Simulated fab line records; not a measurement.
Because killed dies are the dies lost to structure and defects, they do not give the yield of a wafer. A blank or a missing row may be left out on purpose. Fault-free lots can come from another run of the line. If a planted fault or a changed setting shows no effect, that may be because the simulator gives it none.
Comparing a struck lot with a sound one / flow n5_finfet / 39 steps out of a route of 1938
Sound: wafers L472.1, L472.3, L472.6. Struck: wafer L484.3 (left out: L484.4, a lot-mate that was not struck); the cause follows at the end.
At each step with rows: each side's tool, then ch and its chambers, then its first start. Under that, the readings that differ: sound wafers / struck wafers / difference of the means / sigmas: that difference in standard deviations of wafers without a fault.
alike: readings whose means differ by less than 2 such deviations, and words and numbers that are the same on both sides. not compared: withheld readings, readings that some wafer has no value for, bounds like >300 that may hide the same value, and numbers for which the record gives no deviation and whose values overlap.
Wherever a step has rows on one side only, a row that says differs or no value, or a row with sigmas, the two part there. Non-overlapping numbers with no deviation appear without sigmas and do not part them. Lack of a reading on every wafer of one side parts them only where that side has two or more wafers.

first, 12 steps without rows for these wafers: N5_MOL_CONTACT_COAG_DESCUM_45 (chemistry O2, time 7 s); N5_MOL_CONTACT_COAG_ETCH_65 (etches underlayer in N2/H2, target depth 13 nm, time 10.4 s); N5_MOL_CONTACT_COAG_ETCH_66 (etches SiARC in CF4, target depth 13 nm, time 21.7 s); N5_MOL_CONTACT_COAG_ALD_133 (deposits SiO2, target thk 5 nm, pulse time 1 s, co reactant pulse time 1 s); N5_MOL_CONTACT_COAG_ETCHBACK_134 (etches SiO2 in CHF3, target depth 10 nm, time 6.7 s); N5_MOL_CONTACT_COAG_ETCH_67 (etches SOC in N2/H2, target depth 60 nm, overetch 21 nm, time 101.2 s); N5_MOL_CONTACT_COAG_STRIP_68 (strips in N2/H2); N5_MOL_CONTACT_COAG_STRIP_69 (strips in N2/H2); N5_MOL_CONTACT_COAG_ETCHBACK_136 (etches SiO2 in CHF3, target depth 25 nm, time 16.7 s); N5_MOL_CONTACT_COAG_STRIP_120 (strips in CHF3); N5_MOL_CONTACT_COAG_VIA_ETCH_117 (etches SiO2 in C4F6/O2, target depth 40 nm, overetch 8 nm, time 26 s); N5_MOL_CONTACT_COAG_ETCH_124 (etches SiNx in CH3F/O2, stops on SiOC, target depth 6.5 nm).
N5_MOL_CONTACT_COAG_ETCH_48: etches SiOC in C4F6/O2, target depth 15 nm, overetch 4.5 nm, time 17 s.
  sound on rie_diel-02 ch 2,3, day 6 03:16; struck on rie_diel-03 ch 0, day 9 03:28
reading=oes_product_au (a.u.); sound=0.81 0.68 0.77; struck=0.60; difference=-0.15; sigmas=-2
reading=showerhead_plenum_p_Torr (Torr); sound=2.90 3.00 2.90; struck=2.68; difference=-0.25; sigmas=-2
reading=model.SOC_of_MOL_CONTACT_COAG_COAT_62.thk_nm (nm); sound=46 45.2 46; struck=46.4; difference=+0.7; sigmas=
  alike: drypump_motor_current_A, rf_vpp_V, throttle_valve_pct
  not compared: rf_hours_counter_h
then, 24 steps without rows for these wafers: N5_MOL_CONTACT_COAG_STRIP_72 (strips in N2/H2); N5_MOL_CONTACT_COAG_STRIP_49 (strips in N2/H2, time 30 s); N5_MOL_CONTACT_COAG_PRECLEAN_138 (cleans in alkaline clean, time 60 s); N5_MOL_CONTACT_COAG_SRD_139 (time 30 s); N5_MOL_CONTACT_COAG_PRE_CLEAN_121; N5_MOL_CONTACT_COAG_CVD_140 (deposits W, target thk 66.5 nm, time 215 s); N5_MOL_CONTACT_COAG_PRECLEAN_127 (cleans in DIW, time 57.5 s); N5_MOL_CONTACT_COAG_SRD_128 (dry time 32 s); N5_MOL_CONTACT_COAG_CMP_52 (polishes, stops on SiO2, t overpolish 1.5 s, target thk 66.5 nm); N5_MOL_CONTACT_COAG_ANNEAL_112 (time 1800 s); N5_BEOL_M0_SAQP_PECVD_00 (deposits SiCN from 3MS/NH3, target thk 8 nm, time 14 s); N5_BEOL_M0_SAQP_ILD_DEP_01 (deposits SiOC from DEMS/O2, target thk 45.419 nm, time 8.7 s); N5_BEOL_M0_SAQP_HM_DEP_02 (deposits TiN, target thk 12 nm); N5_BEOL_M0_SAQP_PECVD_03 (deposits SiCN from 3MS/NH3, target thk 12 nm, time 21.1 s); N5_BEOL_M0_SAQP_PECVD_96 (deposits a-Si from SiH4/He, target thk 45 nm, time 45.2 s); N5_BEOL_M0_SAQP_PECVD_97 (deposits SiNx from SiH4/NH3/N2, target thk 23 nm, time 19.9 s); N5_BEOL_M0_SAQP_PECVD_04 (deposits a-Si from SiH4/He, target thk 60 nm, time 60.2 s); N5_BEOL_M0_SAQP_HM_DEP_111 (deposits SiO2 from SiH4/N2O, target thk 12 nm, time 7.2 s); N5_BEOL_M0_SAQP_COAT_81 (time 60 s, resist thk 100 nm); N5_BEOL_M0_SAQP_COAT_82 (time 60 s, resist thk 30 nm); N5_BEOL_M0_SAQP_COAT_08 (resist thk 90 nm); N5_BEOL_M0_SAQP_EBR_10; N5_BEOL_M0_SAQP_SOFTBAKE_09 (time 60 s); N5_BEOL_M0_SAQP_EXPOSE_11 (exposes mask M0 CORE, target cd 42 nm).
-- the record jumps here: 4 days lie between the struck wafers' starts before and after (it left off in module BEOL_M0_SAQP and takes up again in module BEOL_M4, whose first step shown is number 1111 of the route) --
N5_BEOL_M4_RC_MEAS_101:
  sound on prober-01 ch 0, day 8 14:51; struck on prober-01 ch 0, day 13 14:40
reading=DIBL_N (mV/V); sound=37.0 39.5 35.5; struck=33.1; difference=-4.2; sigmas=-2
reading=DIBL_P (mV/V); sound=39.3 42.1 37.8; struck=32.6; difference=-7.1; sigmas=-3
reading=IOFF_N (nA/um); sound=0.19 0.25 0.18; struck=0.11; difference=-0.10; sigmas=-3
reading=IOFF_P (nA/um); sound=0.24 0.29 0.22; struck=0.14; difference=-0.11; sigmas=-3
reading=ION_N (uA/um); sound=691 700 704; struck=665; difference=-33; sigmas=-2
reading=ION_P (uA/um); sound=469 472 483; struck=450; difference=-25; sigmas=-3
reading=SS_N (mV/dec); sound=71.5 72.5 70.8; struck=69.9; difference=-1.7; sigmas=-3
reading=SS_P (mV/dec); sound=75.0 74.8 73.7; struck=72.3; difference=-2.2; sigmas=-3
reading=VT_N (mV); sound=243 242 244; struck=255; difference=+12; sigmas=+4
  alike: VT_P
-- record jumps: 5 days separate the struck wafers' starts on either side; left off in module BEOL_M4, taken up again in module PASSIVATION, whose first shown step is the route's number 1936 --
N5_PASSIVATION_PROBE_49:
  record: rows for the struck wafers here (prober-02, day 18 17:10), none for the sound ones

WHERE THEY PART
Earliest at N5_MOL_CONTACT_COAG_ETCH_48; latest, in this record, at N5_PASSIVATION_PROBE_49.

WHY: whatever the simulator had introduced
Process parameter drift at N5_MOL_CONTACT_COAG_ETCH_48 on rie_diel-03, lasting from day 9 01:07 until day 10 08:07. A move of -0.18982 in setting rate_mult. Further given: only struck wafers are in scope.
